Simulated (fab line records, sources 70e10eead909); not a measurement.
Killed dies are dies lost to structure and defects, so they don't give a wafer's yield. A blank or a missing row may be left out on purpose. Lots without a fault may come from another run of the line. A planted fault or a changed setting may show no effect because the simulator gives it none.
Which tool did it? | flow nand_harc | 11 lots, 33 wafers sampled, at 5 steps of a route of 1159

WHAT THE GAUGES READ, wafer by wafer
NHARC_END_SORT_01.
lot  | measured     | on        | defect_limited_yield (%)
L319 | day 22 04:41 | prober-01 | 93.5 95.6 94.1

WHICH TOOL RAN EACH LOT (tool, then ch and the chambers of the sampled wafers, then the start)
lot  | NHARC_A_M0_ETCH_34                 | NHARC_A_M0_PVD_20                       | NHARC_A_BONDPAD_DEP_00          | NHARC_A_BONDPAD_DESCUM_11
L309 | rie_diel-09 ch 1,2,3, day 17 16:19 | pvd_sputter-03, day 18 00:13 or earlier | pecvd-02 ch 0,1,2, day 18 00:13 | rie_diel-03 ch 1,2,3, day 18 01:41
L308 | rie_diel-09 ch 0,1,2, day 17 17:58 | pvd_sputter-02, day 18 01:28 or earlier | pecvd-04 ch 0,2, day 18 01:28   | rie_diel-03 ch 0,2,3, day 18 02:58
L310 | rie_diel-02 ch 0,1, day 17 22:04   | pvd_sputter-02, day 18 05:22 or earlier | pecvd-02 ch 1,2, day 18 05:22   | rie_diel-07 ch 0,1,3, day 18 11:20
L311 | rie_diel-09 ch 2,3, day 17 22:40   | pvd_sputter-03, day 18 06:08 or earlier | pecvd-04 ch 0,1,2, day 18 06:08 | rie_diel-03 ch 1,3, day 18 11:28
L315 | rie_diel-05 ch 0,3, day 19 14:11   | pvd_sputter-03, day 19 22:02 or earlier | pecvd-04 ch 0,1,2, day 19 22:02 | rie_diel-07 ch 0,1,3, day 19 23:26
L318 | rie_diel-05 ch 0,1, day 20 06:43   | pvd_sputter-01, day 20 14:07 or earlier | pecvd-04 ch 0,1,2, day 20 14:07 | rie_diel-03 ch 0,3, day 20 15:23
L319 | rie_diel-02 ch 0,1,3, day 20 07:14 | pvd_sputter-01, day 20 14:41 or earlier | pecvd-04 ch 0,1,2, day 20 14:41 | rie_diel-03 ch 0,1,2, day 20 16:04
L325 | rie_diel-02 ch 1,3, day 21 14:00   | pvd_sputter-01, day 21 21:20 or earlier | pecvd-04 ch 0,1, day 21 21:20   | rie_diel-03 ch 0,2, day 21 22:47
L328 | rie_diel-09 ch 2,3, day 22 01:35   | pvd_sputter-02, day 22 09:02 or earlier | pecvd-03 ch 0,1,2, day 22 09:02 | rie_diel-07 ch 1,2, day 22 10:20
L331 | rie_diel-09 ch 0,1,3, day 22 11:14 | pvd_sputter-03, day 22 19:25 or earlier | pecvd-03 ch 0,1,2, day 22 19:25 | rie_diel-03 ch 0,2,3, day 22 20:44
L330 | rie_diel-09 ch 0,1,3, day 22 22:56 | pvd_sputter-01, day 23 06:11 or earlier | pecvd-02 ch 0,1,2, day 23 06:11 | rie_diel-03 ch 0,1,3, day 23 07:33
- NHARC_A_M0_ETCH_34: etches the open film in N2/H2, target depth 40 nm, overetch 12 nm, time 43.94 s.
- NHARC_A_M0_PVD_20: deposits TaN, target thk 5 nm, time 8.06 s.
- NHARC_A_BONDPAD_DEP_00: deposits SiCN, target thk 250 nm.
- NHARC_A_BONDPAD_DESCUM_11: chemistry O2, time 3 s.

THE ANSWER, worked out from the rows above alone
Rule: what is usual is taken from the lots themselves. Put in order of their means at a reading, lots are off if they are a third of the lots or fewer, leave a main group of 4 or more, and stand apart from it by a gap of 3 or more times the standard deviation of the main group's means; of several such gaps the widest counts. A main group whose means are all the same, to the digits that the tables above print for the reading, isn't used. A lot without any number at a reading at which 4 lots or more have one is off too. The other lots that the step has rows for count as sound.
No lot is off at any reading shown: from this, nothing can be told.

WHAT THE SIMULATOR HAD PUT IN
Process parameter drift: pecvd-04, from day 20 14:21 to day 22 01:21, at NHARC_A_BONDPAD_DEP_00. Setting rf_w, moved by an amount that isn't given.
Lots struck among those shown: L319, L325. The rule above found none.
